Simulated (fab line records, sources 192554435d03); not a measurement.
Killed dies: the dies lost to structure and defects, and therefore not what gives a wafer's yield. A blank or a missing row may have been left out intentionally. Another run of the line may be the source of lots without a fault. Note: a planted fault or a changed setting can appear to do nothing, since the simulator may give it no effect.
Struck lot and sound lot, side by side    flow n5-finfet    16 steps out of a route of 1938
Sound: wafers L654.1, L654.5, L654.6. Struck: wafer L667.5 (L667.4, L667.6, from the same lot, were not struck and are left out); the cause is given at the end.
Per side, at each step with rows, come the tool, then ch with its chambers, and then its first start. Under that, the readings that differ: sound wafers    struck wafers    difference of the means    sigmas: that difference in standard deviations of wafers without a fault.
alike: same words and numbers on both sides, and readings whose means sit less than 2 such deviations apart. not compared: any withheld reading, any reading some wafer has no value for, any bound like >300 that may hide the same value, and any number with overlapping values for which the record gives no deviation.
A row with sigmas, a row that says differs or no value, or rows on one side alone: a step with any of these is where the two part. When numbers do not overlap yet have no deviation, they are printed without sigmas and do not part them. A reading missing from all wafers of one side parts the sides only when that side holds two or more wafers.

first, 8 steps without rows for these wafers: N5_DUMMY_GATE_COAT_35 (time 60 s, resist thk 10 nm); N5_DUMMY_GATE_COAT_28 (time 60 s, resist thk 10 nm); N5_DUMMY_GATE_COAT_09 (resist thk 30 nm); N5_DUMMY_GATE_EBR_11; N5_DUMMY_GATE_SOFTBAKE_10 (time 60 s); N5_DUMMY_GATE_EXPOSE_12 (exposes mask GATE, target cd 25 nm); N5_DUMMY_GATE_PEB_13 (peb time 60 s); N5_DUMMY_GATE_DEVELOP_14 (develop time 30 s).
N5_DUMMY_GATE_CD_MEAS_15: the cd target is 25.8 nm.
  sound on cd-sem-02 ch 0, day 3 03:29; struck on cd-sem-03 ch 0, day 6 06:13
  alike: cd-nm
N5_DUMMY_GATE_OVL_MEAS_16:
  sound on overlay-02 ch 0, day 3 03:31; struck on overlay-02 ch 0, day 6 06:16
reading        sound        struck  difference  sigmas
GATE_OVL (nm)  1.8 2.3 1.1  -0.2    -1.9        -2
N5_DUMMY_GATE_INSPECT_17: inspects for defects (brightfield).
  sound on defect-inspect-01, day 3 03:34; struck on defect-inspect-01, day 6 06:18
  alike: raw-defect-count
N5_DUMMY_GATE_DESCUM_20: chemistry O2, time 6.2 s.
  sound on rie-diel-03 ch 1,3, day 3 03:37; struck on rie-diel-02 ch 1, day 6 06:20
  alike: drypump-motor-current-A, oes-product-au, rf-vpp-V, showerhead-plenum-p-Torr, throttle-valve-pct
  not compared: rf-hours-counter-h
N5_DUMMY_GATE_ETCH_29: etches underlayer in N2/H2, target depth 13 nm.
  sound on rie-diel-03 ch 1,3, day 3 03:40; struck on rie-diel-02 ch 1, day 6 06:23
reading                                          sound              struck  difference  sigmas
rf-fwd-power-W (W)                               836 836 831        1037    +203        +60
rf-vpp-V (V)                                     525.2 526.2 524.6  487.7   -37.6       -16
model.etch.depth-nm (nm)                         13.17 12.79 13.2   15.34   +2.29       
model.CAR-EUV_of_DUMMY_GATE_COAT_09.thk-nm (nm)  18.8 19.2 18.8     17.4    -1.5        
  alike: drypump-motor-current-A, oes-product-au, showerhead-plenum-p-Torr, throttle-valve-pct
  not compared: rf-hours-counter-h
N5_DUMMY_GATE_ETCH_36: etches SiARC in CF4, target depth 13 nm.
  sound on rie-diel-03 ch 1,3, day 3 03:43; struck on rie-diel-02 ch 1, day 6 06:26
reading                                          sound              struck  difference  sigmas
rf-vpp-V (V)                                     185.4 184.2 185.2  182.1   -2.8        -3
model.CAR-EUV_of_DUMMY_GATE_COAT_09.thk-nm (nm)  11.2 11.6 11.2     10      -1          
  alike: drypump-motor-current-A, oes-product-au, rf-fwd-power-W, showerhead-plenum-p-Torr, throttle-valve-pct
  not compared: rf-hours-counter-h
N5_DUMMY_GATE_ETCH_37: etches SOC in N2/H2, target depth 60 nm, overetch 30 nm.
  sound on rie-diel-03 ch 1,3, day 3 03:45; struck on rie-diel-02 ch 1, day 6 06:28
  alike: drypump-motor-current-A, oes-product-au, rf-fwd-power-W, rf-vpp-V, showerhead-plenum-p-Torr, throttle-valve-pct
  not compared: rf-hours-counter-h
-- a jump in the record: the struck wafers' starts before and after are 6 days apart (it breaks off in module DUMMY_GATE and resumes in module BEOL_M4, where the first step shown is number 1111 of the route) --
N5_BEOL_M4_RC_MEAS_101:
  sound on prober-01 ch 0, day 7 18:50; struck on prober-01 ch 0, day 11 21:01
  alike: DIBL_N, DIBL_P, IOFF_N, IOFF_P, ION_N, ION_P, SS_N, SS_P, VT_N, VT_P

## WHERE THEY PART
Last at N5_DUMMY_GATE_ETCH_36 as far as this record goes, first at N5_DUMMY_GATE_OVL_MEAS_16. Later steps at which nothing parts them and some readings are alike: N5_DUMMY_GATE_ETCH_37, N5_BEOL_M4_RC_MEAS_101.

WHY: the cause the simulator had injected
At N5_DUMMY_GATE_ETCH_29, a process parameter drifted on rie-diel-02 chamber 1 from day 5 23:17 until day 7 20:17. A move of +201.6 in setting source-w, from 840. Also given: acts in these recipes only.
